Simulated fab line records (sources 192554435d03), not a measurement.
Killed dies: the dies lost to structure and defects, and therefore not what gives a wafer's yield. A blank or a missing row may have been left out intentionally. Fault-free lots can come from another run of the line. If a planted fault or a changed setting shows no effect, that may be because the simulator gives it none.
Split-lot study :: flow n5-finfet :: 21 wafers read across 7 lots, on a route 1938 steps long

ON THE SPLIT
At N5_MIM_BOT_ETCH_ETCH_04 (etches SiNx in CF4/O2, target depth 26 nm, time 13 s), the setting time-s was moved away from the recipe's 13 s on 6 of the 21 wafers read, by -10.2% to +21.0%. All remaining wafers had this setting at the recipe value.

The reading is taken at the split's own step.

THE READING
etch.depth-nm (the simulator's own value, which no gauge read), in nm, at N5_MIM_BOT_ETCH_ETCH_04 (etches SiNx in CF4/O2, target depth 26 nm, time 13 s). The file does not state a usual value for it. Here, 15 wafers ran the recipe; their average is 25.91 nm with a standard deviation of 0.79 nm.

wafer: L074.3
tool, chamber at the split: rie-diel-03, 2
time-s as run, s: 15.42
against the recipe: +18.6%
etch.depth-nm, nm: 29.23
against lot-mates on the recipe: +3.71

wafer: L074.4
tool, chamber at the split: rie-diel-03, 1
time-s as run, s: 13
against the recipe: recipe
etch.depth-nm, nm: 25.55
against lot-mates on the recipe: -

wafer: L074.6
tool, chamber at the split: rie-diel-03, 1
time-s as run, s: 13
against the recipe: recipe
etch.depth-nm, nm: 25.48
against lot-mates on the recipe: -

wafer: L082.3
tool, chamber at the split: rie-diel-02, 2
time-s as run, s: 13
against the recipe: recipe
etch.depth-nm, nm: 26.6
against lot-mates on the recipe: -

wafer: L082.4
tool, chamber at the split: rie-diel-02, 2
time-s as run, s: 15.73
against the recipe: +21.0%
etch.depth-nm, nm: 32.43
against lot-mates on the recipe: +5.83

wafer: L082.5
tool, chamber at the split: rie-diel-02, 1
time-s as run, s: 15.73
against the recipe: +21.0%
etch.depth-nm, nm: 30.89
against lot-mates on the recipe: +4.29

wafer: L084.2
tool, chamber at the split: rie-diel-06, 2
time-s as run, s: 13
against the recipe: recipe
etch.depth-nm, nm: 26.53
against lot-mates on the recipe: -

wafer: L084.5
tool, chamber at the split: rie-diel-06, 0
time-s as run, s: 13
against the recipe: recipe
etch.depth-nm, nm: 24.47
against lot-mates on the recipe: -

wafer: L084.6
tool, chamber at the split: rie-diel-06, 1
time-s as run, s: 13
against the recipe: recipe
etch.depth-nm, nm: 26.57
against lot-mates on the recipe: -

wafer: L087.2
tool, chamber at the split: rie-diel-02, 2
time-s as run, s: 15.66
against the recipe: +20.5%
etch.depth-nm, nm: 32.21
against lot-mates on the recipe: +5.80

wafer: L087.3
tool, chamber at the split: rie-diel-02, 1
time-s as run, s: 13
against the recipe: recipe
etch.depth-nm, nm: 26
against lot-mates on the recipe: -

wafer: L087.4
tool, chamber at the split: rie-diel-02, 0
time-s as run, s: 13
against the recipe: recipe
etch.depth-nm, nm: 26.83
against lot-mates on the recipe: -

wafer: L089.3
tool, chamber at the split: rie-diel-03, 3
time-s as run, s: 13
against the recipe: recipe
etch.depth-nm, nm: 24.72
against lot-mates on the recipe: -

wafer: L089.4
tool, chamber at the split: rie-diel-03, 2
time-s as run, s: 13
against the recipe: recipe
etch.depth-nm, nm: 24.64
against lot-mates on the recipe: -

wafer: L089.6
tool, chamber at the split: rie-diel-03, 0
time-s as run, s: 13
against the recipe: recipe
etch.depth-nm, nm: 26.99
against lot-mates on the recipe: -

wafer: L096.1
tool, chamber at the split: rie-diel-02, 2
time-s as run, s: 13
against the recipe: recipe
etch.depth-nm, nm: 26.71
against lot-mates on the recipe: -

wafer: L096.2
tool, chamber at the split: rie-diel-02, 3
time-s as run, s: 13
against the recipe: recipe
etch.depth-nm, nm: 26.08
against lot-mates on the recipe: -

wafer: L096.6
tool, chamber at the split: rie-diel-02, 1
time-s as run, s: 13
against the recipe: recipe
etch.depth-nm, nm: 25.8
against lot-mates on the recipe: -

wafer: L097.4
tool, chamber at the split: rie-diel-06, 1
time-s as run, s: 11.68
against the recipe: -10.2%
etch.depth-nm, nm: 23.61
against lot-mates on the recipe: -2.10

wafer: L097.5
tool, chamber at the split: rie-diel-06, 3
time-s as run, s: 13
against the recipe: recipe
etch.depth-nm, nm: 25.71
against lot-mates on the recipe: -

wafer: L097.6
tool, chamber at the split: rie-diel-06, 0
time-s as run, s: 11.68
against the recipe: -10.2%
etch.depth-nm, nm: 22.32
against lot-mates on the recipe: -3.39

FIT RESULTS
A straight line over all 21 wafers: etch.depth-nm changes by +0.267 nm for each +1% of time-s; r = +0.94; the points scatter about the line by 0.89 nm.
The same after taking each lot's own level away (the mean of its wafers on the recipe; 21 wafers): +0.247 nm for each +1%; r = +0.95; scatter 0.75 nm.
The reading moves by 5.2 nm for the largest change in time-s, on that fit.
Across the lots, their own levels run from 25.450 to 26.600 nm, a range of 1.4 times the standard deviation given above.
Consequently the slope shifts little with the lot-to-lot level, the two slopes agreeing.
Check: +4.94 nm against its lot-mates is what the line predicts for one of the wafers moved furthest among these (+21.0%) when that wafer is left out of the fit. It came out at +5.83 nm against them.

OTHER SPLITS ON THESE WAFERS
Before the reading, these wafers also passed through other splits. Each is held against what the fit with the lots' levels taken away leaves over:
other split on the same wafers: N5_BEOL_M11_COAT_22 spin-rpm
wafers away from the commonest value: 7
r with etch.depth-nm (lot level and that fit taken away): +0.04

other split on the same wafers: N5_BEOL_M13_EXPOSE_07 dose-mj
wafers away from the commonest value: 6
r with etch.depth-nm (lot level and that fit taken away): +0.31

other split on the same wafers: N5_BEOL_M13_DESCUM_15 time-s
wafers away from the commonest value: 8
r with etch.depth-nm (lot level and that fit taken away): -0.17

other split on the same wafers: N5_BEOL_M13_COAT_65 spin-rpm
wafers away from the commonest value: 7
r with etch.depth-nm (lot level and that fit taken away): -0.29

other split on the same wafers: N5_BEOL_M14_SPUTTER_43 time-s
wafers away from the commonest value: 7
r with etch.depth-nm (lot level and that fit taken away): -0.24

other split on the same wafers: N5_BEOL_M15_COAT_22 spin-rpm
wafers away from the commonest value: 5
r with etch.depth-nm (lot level and that fit taken away): +0.08

other split on the same wafers: N5_BEOL_M15_TRENCH_ETCH_34 time-s
wafers away from the commonest value: 4
r with etch.depth-nm (lot level and that fit taken away): -0.13

FILE'S OWN FIT
etch.depth-nm changes by +0.246 nm for each +1% of time-s, r = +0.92.
